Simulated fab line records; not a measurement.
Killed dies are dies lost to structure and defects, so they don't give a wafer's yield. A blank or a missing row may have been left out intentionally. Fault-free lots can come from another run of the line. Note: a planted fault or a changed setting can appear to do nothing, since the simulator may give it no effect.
Struck lot and sound lot, side by side + flow nand-harc + 13 steps out of a route of 1302
Sound: the wafers L846.2, L846.4, L846.6. Wafers L856.2, L856.4, L856.5 were the ones struck. The cause is given at the end.
Per side, at each step with rows, come the tool, then ch with its chambers, and then its first start. Under that, the readings that differ: sound wafers + struck wafers + difference of the means + sigmas: that difference in standard deviations of wafers without a fault.
alike: a reading whose means differ by less than 2 such deviations, as well as words and numbers matching on both sides. not compared: withheld readings; readings where some wafer has no value; bounds like >300 that might hide an equal value; numbers whose values overlap and for which the record gives no deviation.
The two part at a step that has a row with sigmas, a row that says differs or no value, or rows on one side only. Numbers that don't overlap but have no deviation are shown without sigmas and don't part them. Lack of a reading on every wafer of one side parts them only where that side has two or more wafers.

first, 1 step without rows for these wafers: NHARC_A_M0_SRD_25.
NHARC_A_M0_INSPECT_27:
  sound: defect-inspect-01 at day 26 04:38; struck: defect-inspect-01 at day 28 21:35
  alike: raw-defect-count
NHARC_A_M0_PRE_CLEAN_31: time 12 s.
  sound on pecvd-04 ch 1,2, day 26 04:43; struck on pecvd-01 ch 0,1,2, day 28 21:57
  alike: heater-power-w
NHARC_A_M0_DEP_32: deposits SiCN, target thk 30 nm.
  sound on pecvd-04 ch 1,2, day 26 04:50; struck on pecvd-01 ch 0,1,2, day 28 22:04
  alike: heater-power-w
then, 7 steps without rows for these wafers: NHARC_A_M1_DEP_00 (deposits SiOC, target thk 182.5 nm); NHARC_A_M1_DEHYDRATE_01 (time 120 s); NHARC_A_M1_HMDS_02 (time 30 s); NHARC_A_M1_COAT_34 (time 65 s); NHARC_A_M1_COAT_03 (resist thk 90 nm); NHARC_A_M1_SOFTBAKE_04 (time 55 s); NHARC_A_M1_EBR_05.
NHARC_A_M1_EXPOSE_06: exposes mask A M1, target cd 120 nm.
  struck on arfi-scanner-03, day 28 23:01; sound on arfi-scanner-03 ch 0, day 26 05:46
  no value came back on the struck wafers for exposure-dose-mJ-cm2, focus-offset-nm (nm); on the sound wafers exposure-dose-mJ-cm2 reads 75.10 75.09 75.15
  alike: mask
then, 1 step without rows for these wafers: NHARC_A_M1_PEB_07 (peb time 65 s).

== WHERE THEY PART ==
At NHARC_A_M1_EXPOSE_06 and nowhere else, as far as this record goes.

WHY: whatever the simulator had introduced
Beginning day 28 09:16, the whole step at NHARC_A_M1_EXPOSE_06 was skipped on arfi-scanner-03. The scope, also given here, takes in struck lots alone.
